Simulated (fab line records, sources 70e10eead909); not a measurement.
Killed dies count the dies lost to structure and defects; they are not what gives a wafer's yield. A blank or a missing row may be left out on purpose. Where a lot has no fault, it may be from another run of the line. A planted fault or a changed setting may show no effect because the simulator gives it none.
fab line records | flow nand_harc
record: lots: 12 wafers: 36 last_day: 24
route steps=1159 shown A_CONTACT@939 A_BLC@969
lots that met no fault: from a run of the same line without faults
start_h: hours from the record's first day to the start of the lot's first wafer shown | wait_h: how many hours have passed since the lot's step before this one | " as in the row above | L1.1+2: a row that stands for several wafers | - no value present, or no start provided | * or withheld: withheld | < > ~ a bound
route shown NAME@n: a module of which the file shows steps, and the number in the route of the first | usual: the fault-free wafers' mean and standard deviation | same: alike in all rows | chamber/n: place in a boat | sites: each site's reading | _std_site: standard deviation of those values | _edge_site: inner sites' mean taken away from outer sites' mean | radius_mm: for every site, how far away it sits from the centre of the wafer | mask NAME#n: copy n | behind: the last tool/chamber to shape the wafer | hold: why the lot was held/for how many hours/how that ended | device: the n, p or np transistor that did not switch | end of line: the same wafers' tests at the end of the route | step lacking rows: just its recipe | killed: dies that structure and defects cost at the first sort, which is not the same as the wafer's yield | map: a wafer's dies, marking killed ones x, the rest . and places with no die _
set.NAME: the setting the step ran with; set.NAME@STEP: the setting that earlier step ran with | model.NAME: the simulator's own value behind a step, which no gauge read
one table for each step of the route and one row for each wafer, over a sample of lots
services: from which hour (start_h, from the record's first day; less than 0 if before it) a tool's chamber was out of use, for how many hours, and why
== steps ==
step: NHARC_A_CONTACT_ETCH_88
recipe: target_depth_a: 390 over_etch_frac: 0.3 time_s: 65 ion_energy_ev: 80 cf4_flow_sccm: 150 ar_flow_sccm: 0 rf_w: 300 bias_w: 100 chemistry: CF4
usual: chamber_pressure_mTorr: 50.00/0.048 drypump_motor_current_A: 5.5/0.34 oes_product_au: 1.000/0.0082 rf_vpp_V: 150.7/1.3 showerhead_plenum_p_Torr: 1.72/0.085 throttle_valve_pct: 13.282/0.0094
columns lot.wafer tool chamber start_h wait_h chamber_pressure_mTorr drypump_motor_current_A oes_product_au rf_hours_counter_h rf_vpp_V showerhead_plenum_p_Torr throttle_valve_pct
L520.4 rie_diel-10 2 399.65 0.1 50.12 5.7 1.004 12 149.0 1.65 13.279
L520.1 " 0 " " 50.01 5.3 1.009 11 151.4 1.78 13.284
L520.6 " 2 " " 49.98 5.7 1.010 - 149.4 1.65 13.280
L523.3 rie_diel-11 0 433.09 0.1 50.06 5.2 0.996 8 150.1 1.82 13.290
L523.2 " 2 " " 50.02 5.9 0.984 8 150.2 1.66 13.273
L523.5 " 0 " " 49.98 5.2 0.995 - 152.1 1.82 13.273
L525.2 rie_diel-09 2 440.59 0.1 50.02 6.4 1.001 0 152.0 1.81 13.292
L525.1 " 0 " " 49.94 5.4 1.024 0 151.6 1.89 13.276
L525.4 " 0 " " 50.03 5.4 1.021 - 154.2 1.89 13.265
L522.3 rie_diel-11 0 442.84 0.1 50.00 5.2 1.011 11 152.3 1.82 13.278
L522.4 " 1 " " 49.99 5.6 1.000 11 149.2 1.64 13.289
L522.6 " 0 " " 49.98 5.2 1.011 - 150.7 1.82 13.274
L527.3 rie_diel-11 0 444.70 0.1 49.94 5.2 1.005 12 151.3 1.82 13.279
L527.4 " 1 " " 49.95 5.7 1.003 12 149.6 1.64 13.286
L527.6 " 2 " " 50.05 5.9 0.982 - 148.9 1.66 13.305
L529.4 rie_diel-11 1 452.33 0.1 49.89 5.6 1.001 13 150.3 1.64 13.296
L529.2 " 3 " " 50.04 5.2 0.995 13 150.6 1.64 13.289
L529.1 " 0 " " 49.91 5.2 1.004 13 151.0 1.82 13.280
L528.1 rie_diel-11 1 476.60 0.1 50.01 5.6 0.998 18 149.9 1.64 13.281
L528.2 " 2 " " 50.03 5.8 1.007 20 150.1 1.65 13.288
L528.5 " 0 " " 50.01 5.2 1.001 - 151.7 1.82 13.290
L534.2 rie_diel-11 0 482.20 0.1 50.01 5.2 0.997 19 150.4 1.82 13.283
L534.3 " 1 " " 50.00 5.7 1.004 19 147.9 1.64 13.302
L534.6 " 3 " " 49.99 5.2 0.996 - 149.6 1.64 13.300
L531.3 rie_diel-10 0 485.24 0.1 50.02 5.4 1.010 46 152.3 1.77 13.286
L531.4 " 1 " " 49.93 5.4 1.005 47 152.0 1.82 13.278
L531.6 " 2 " " 49.98 5.7 1.009 - 150.1 1.64 13.266
L533.1 rie_diel-11 1 490.67 0.1 49.98 5.6 1.001 21 149.1 1.64 13.277
L533.2 " 2 " " 50.01 5.9 1.003 22 149.6 1.65 13.306
L533.6 " 2 " " 49.97 5.9 1.000 - 150.5 1.65 13.285
L532.4 rie_diel-11 2 492.56 0.1 49.90 5.9 0.984 23 149.8 1.65 13.284
L532.6 " 0 " " 49.89 5.2 0.995 - 152.4 1.82 13.272
L532.5 " 1 " " 50.03 5.7 0.995 - 149.7 1.64 13.292
L539.1 rie_diel-10 2 526.25 0.1 50.04 5.7 1.009 57 149.4 1.64 13.284
L539.3 " 3 " " 49.93 5.4 1.003 53 154.0 1.78 13.298
L539.4 " 0 " " 50.02 5.4 1.001 61 151.4 1.76 13.270
step: NHARC_A_CONTACT_ETCH_110
recipe: target_depth_a: 500 overetch_a: 50 time_s: 27.5 ion_energy_ev: 100 cf4_flow_sccm: 80 o2_flow_sccm: 20 ar_flow_sccm: 0 rf_w: 300 bias_w: 100 chemistry: CF4/O2
usual: chamber_pressure_mTorr: 29.999/0.029 drypump_motor_current_A: 5.5/0.36 oes_product_au: 1.001/0.0086 rf_vpp_V: 197.3/1.7 showerhead_plenum_p_Torr: 1.31/0.066 throttle_valve_pct: 13.397/0.0095
columns lot.wafer tool chamber start_h wait_h chamber_pressure_mTorr drypump_motor_current_A oes_product_au rf_hours_counter_h rf_vpp_V showerhead_plenum_p_Torr throttle_valve_pct
L520.1 rie_diel-10 2 402.23 0.1 29.968 5.7 1.005 13 196.2 1.24 13.400
L520.4 " 1 " " 30.027 5.3 1.008 13 198.4 1.38 13.399
L520.6 " 3 " " 29.979 5.4 1.007 - 196.8 1.35 13.392
L523.2 rie_diel-10 1 436.05 0.1 29.995 5.4 1.019 30 201.1 1.38 13.383
L523.3 " 3 " " 29.962 5.4 1.007 25 197.3 1.35 13.393
L523.5 " 1 " " 30.008 5.3 1.016 - 198.5 1.38 13.404
L525.1 rie_diel-10 1 444.37 0.1 30.007 5.4 1.010 35 197.3 1.38 13.415
L525.2 " 2 " " 29.997 5.7 1.007 30 194.7 1.24 13.401
L525.4 " 3 " " 29.978 5.4 1.009 29 199.2 1.35 13.395
L522.4 rie_diel-11 2 445.85 0.1 30.012 5.8 0.993 13 196.7 1.25 13.402
L522.3 " 3 " " 29.982 5.2 0.999 12 195.5 1.24 13.412
L522.6 " 0 " " 30.002 5.2 1.010 - 199.3 1.38 13.399
L527.3 rie_diel-09 0 448.19 0.1 29.990 5.4 1.005 4 200.0 1.43 13.402
L527.6 " 3 " " 29.953 5.4 0.996 - 197.8 1.34 13.419
L527.4 " 2 " " 29.964 6.4 0.994 - 198.3 1.36 13.400
L529.2 rie_diel-10 1 454.84 0.1 30.023 5.3 1.007 39 198.5 1.37 13.379
L529.1 " 2 " " 29.981 5.7 0.998 33 195.8 1.24 13.399
L529.4 " 3 " " 30.012 5.4 0.999 33 198.4 1.35 13.393
L528.2 rie_diel-11 0 479.15 0.1 30.029 5.2 0.995 19 199.7 1.37 13.401
L528.1 " 1 " " 30.003 5.7 0.993 19 196.3 1.23 13.399
L528.5 " 0 " " 30.027 5.2 1.002 - 197.7 1.37 13.393
L534.3 rie_diel-10 3 484.70 0.1 29.941 5.4 0.993 39 198.0 1.35 13.397
L534.2 " 1 " " 29.981 5.4 1.005 47 198.8 1.37 13.392
L534.6 " 3 " " 29.965 5.4 1.004 - 199.0 1.35 13.409
L531.3 rie_diel-11 3 488.16 0.1 30.023 5.2 1.007 20 194.8 1.24 13.386
L531.4 " 0 " " 30.009 5.2 1.006 20 197.1 1.37 13.405
L531.6 " 3 " " 29.992 5.2 1.009 - 196.9 1.24 13.394
L533.2 rie_diel-11 0 493.38 0.0 29.989 5.2 0.991 21 198.3 1.37 13.395
L533.1 " 2 " " 30.009 5.9 0.990 23 195.3 1.24 13.405
L533.6 " 0 " " 29.960 5.2 1.003 - 200.0 1.37 13.400
L532.4 rie_diel-09 2 495.15 0.1 29.957 6.4 0.997 16 198.1 1.36 13.410
L532.5 " 1 " " 30.034 5.0 0.985 - 196.4 1.26 13.394
L532.6 " 2 " " 29.995 6.4 0.996 - 198.5 1.36 13.405
L539.1 rie_diel-11 2 529.15 0.3 30.021 5.9 0.985 29 195.2 1.24 13.409
L539.4 " 3 " " 30.033 5.2 1.000 27 195.3 1.23 13.416
L539.3 " 0 " " 30.031 5.2 1.000 29 198.0 1.37 13.390
step: NHARC_A_CONTACT_INSPECT_23
usual: raw_defect_count: 415/140
columns lot.wafer tool chamber start_h wait_h raw_defect_count
L520.1 defect_inspect-02 - 404.42 0.1 510
L520.4 " - " " 437
L520.6 " - " " 277
L523.2 defect_inspect-02 - 439.49 0.1 416
L523.3 " - " " 252
L523.5 " - " " 332
L525.1 defect_inspect-02 - 446.60 0.1 363
L525.2 " - " " 328
L525.4 " - " " 469
L522.3 defect_inspect-02 - 447.98 0.1 330
L522.4 " - " " 439
L522.6 " - " " 302
L527.3 defect_inspect-01 - 450.41 0.1 430
L527.4 " - " " 420
L527.6 " - " " 457
L529.1 defect_inspect-01 - 457.71 0.1 515
L529.2 " - " " 503
L529.4 " - " " 430
L528.1 defect_inspect-01 - 485.31 0.1 296
L528.2 " - " " 366
L528.5 " - " " 340
L534.2 defect_inspect-02 - 487.12 0.1 547
L534.3 " - " " 401
L534.6 " - " " 348
L531.3 defect_inspect-01 - 494.01 0.1 342
L531.4 " - " " 333
L531.6 " - " " 287
L533.1 defect_inspect-01 - 499.98 0.1 661
L533.2 " - " " 1089
L533.6 " - " " 586
L532.4 defect_inspect-02 - 500.49 0.1 294
L532.5 " - " " 367
L532.6 " - " " 479
L539.1 defect_inspect-01 - 535.03 0.1 270
L539.3 " - " " 298
L539.4 " - " " 271
step: NHARC_A_BLC_SOFTBAKE_05
recipe: temp_c: 105 time_s: 55
usual: heater_power_total_W: 188.45/0.14
columns lot.wafer tool chamber start_h wait_h heater_power_total_W
L520.1 litho_track-01 0 404 - 188.71
L520.4 " 0 " " 188.38
L520.6 " 0 " " 188.39
L523.2 litho_track-01 0 439 - 188.28
L523.3 " 0 " " 188.56
L523.5 " 0 " " 188.41
L525.1 litho_track-06 0 446 - 188.33
L525.2 " 0 " " 188.38
L525.4 " 0 " " 188.74
L522.3 litho_track-04 0 448 - 188.29
L522.4 " 0 " " 188.45
L522.6 " 0 " " 188.36
L527.3 litho_track-06 0 450 - 188.53
L527.4 " 0 " " 188.42
L527.6 " 0 " " 188.47
L529.1 litho_track-04 0 457 - 188.38
L529.2 " 0 " " 188.72
L529.4 " 0 " " 188.46
L528.1 litho_track-04 0 485 - 188.74
L528.2 " 0 " " 188.30
L528.5 " 0 " " 188.44
L534.2 litho_track-04 0 487 - 181.97
L534.3 " 0 " " 182.02
L534.6 " 0 " " 182.25
L531.3 litho_track-06 0 494 - 188.43
L531.4 " 0 " " 188.52
L531.6 " 0 " " 188.61
L533.1 litho_track-04 0 500 - 182.04
L533.2 " 0 " " 182.17
L533.6 " 0 " " 181.99
L532.4 litho_track-01 0 500 - 188.72
L532.5 " 0 " " 188.64
L532.6 " 0 " " 188.46
L539.1 litho_track-06 0 535 - 188.42
L539.3 " 0 " " 188.33
L539.4 " 0 " " 188.36
== services ==
columns tool chamber start_h hours kind
rie_diel-11 3 384.36 7.9 repair
rie_diel-11 0 400.00 - clean
rie_diel-11 1 400.00 - clean
rie_diel-11 2 400.00 - clean
rie_diel-11 3 400.00 - clean
rie_diel-10 - 424.08 0.6 repair
rie_diel-11 0 424.57 - clean
rie_diel-11 1 424.57 - clean
rie_diel-11 2 424.57 - clean
rie_diel-11 3 424.57 - clean
rie_diel-09 - 431.17 9.0 pm
litho_track-01 - 443.00 7.0 pm
rie_diel-11 0 449.12 - clean
rie_diel-11 1 449.12 - clean
rie_diel-11 2 449.12 - clean
rie_diel-09 2 454.39 10.1 repair
litho_track-06 - 467.00 7.0 pm
rie_diel-10 3 470.73 5.4 repair
litho_track-04 - 491.00 7.0 pm
rie_diel-09 1 500.51 1.6 repair
rie_diel-11 3 516.17 7.5 repair
rie_diel-10 2 528.46 21.5 repair
rie_diel-10 - 530.63 9.0 pm
rie_diel-09 1 533.14 6.1 repair
== key ==
first_sign: step: NHARC_A_BLC_SOFTBAKE_05 reading: heater_power_total_W direction: down sigmas: 47 usual: * struck: *
effect none on later readings
met_at NHARC_A_BLC_SOFTBAKE_05
struck_lots L533,L534
tester_left_out L533,L534
not_acting_at NHARC_A_CONTACT_ETCH_88,NHARC_A_CONTACT_ETCH_110,NHARC_A_CONTACT_INSPECT_23
onset_between 485 487
fault: kind: process_parameter_drift tool: litho_track-04 chamber: - onset_h: 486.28 steps: NHARC_A_BLC_SOFTBAKE_05 channel: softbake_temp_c offset: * shape: step end_h: 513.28 acts_in: * stated: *
tester_left_out: of these lots the tester's yield and bins aren't shown, on N5 and GAA mostly nor the transistor test; their killed dies are dies lost to structure and defects alone, not to doping, threshold or leakage, so they don't give the yield
